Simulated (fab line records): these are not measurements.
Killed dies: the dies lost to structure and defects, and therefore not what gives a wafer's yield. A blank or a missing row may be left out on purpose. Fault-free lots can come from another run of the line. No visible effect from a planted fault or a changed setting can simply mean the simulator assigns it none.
Chamber matching ; flow nandHarc ; rieDiel-06 running NHARC_A_STAIRCASE_TRIM_220: 4 sister chambers
The step chemistry O2, time 211.2 s. 18 wafers are shown with their chamber, then 9 later ones without.

WAFERS PAIRED WITH THEIR CHAMBERS
wafer;chamber;drypumpMotorCurrentA (A);showerheadPlenumPTorr (Torr);oesProductAu (a.u.)
L074.2;0;6.5;3.64;1.000
L074.3;1;5.9;3.31;1.000
L074.6;3;5.4;3.40;1.018
L076.2;1;5.9;3.31;1.017
L076.3;3;5.4;3.40;1.021
L076.4;2;5.3;3.39;1.014
L075.3;3;5.4;3.40;1.023
L075.5;1;5.9;3.31;1.012
L075.6;2;5.3;3.39;1.020
L078.1;1;5.9;3.30;1.007
L078.2;3;5.3;3.39;1.014
L078.3;0;6.5;3.63;1.012
L078.4;2;5.3;3.38;1.008
L078.5;0;6.5;3.63;1.014
L078.6;3;5.4;3.40;1.013
L085.2;3;5.4;3.38;1.028
L085.3;2;5.3;3.37;1.021
L085.4;1;5.9;3.29;1.017

SIGNATURES, as means of the wafers listed above
reading;chamber 0;chamber 1;chamber 2;chamber 3;scatter within a chamber
drypumpMotorCurrentA;6.500;5.900;5.300;5.383;0.0244
showerheadPlenumPTorr;3.6333;3.3040;3.3825;3.3950;0.0085
oesProductAu;1.00867;1.01060;1.01575;1.01950;0.00651
Rule: distance of a wafer from a chamber = root of the sum over the readings of ((wafer's reading minus chamber's mean) / reading's scatter) squared. If the next closest chamber is less than 2 further off than the closest, the wafer can't be placed; otherwise it belongs to the closest. The scatter: the root of (the sum of the squares of (reading less its chamber's mean) over the shown wafers, divided by (wafers less chambers)).

WAFERS MISSING THEIR CHAMBER
wafer;drypumpMotorCurrentA (A);showerheadPlenumPTorr (Torr);oesProductAu (a.u.)
L086.3;5.3;3.37;1.002
L086.4;6.5;3.62;0.998
L086.6;5.9;3.29;1.004
L094.1;6.0;3.79;1.005
L094.2;5.4;3.37;0.996
L094.4;6.5;3.60;0.997
L097.1;5.3;3.35;1.005
L097.2;6.0;3.79;1.000
L097.5;5.3;3.35;1.009

WHICH CHAMBER EACH WENT THROUGH
wafer;from the rows above;in truth
L086.3;2;2
L086.4;0;0
L086.6;1;1
L094.1;0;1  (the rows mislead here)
L094.2;can't be placed: 3 or 2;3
L094.4;0;0
L097.1;2;2
L097.2;0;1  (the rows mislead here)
L097.5;2;2
6 of 9 placed correctly. Can't be placed from these rows: 1 (the true chamber is among the candidates in 1). 2 placed wrongly.
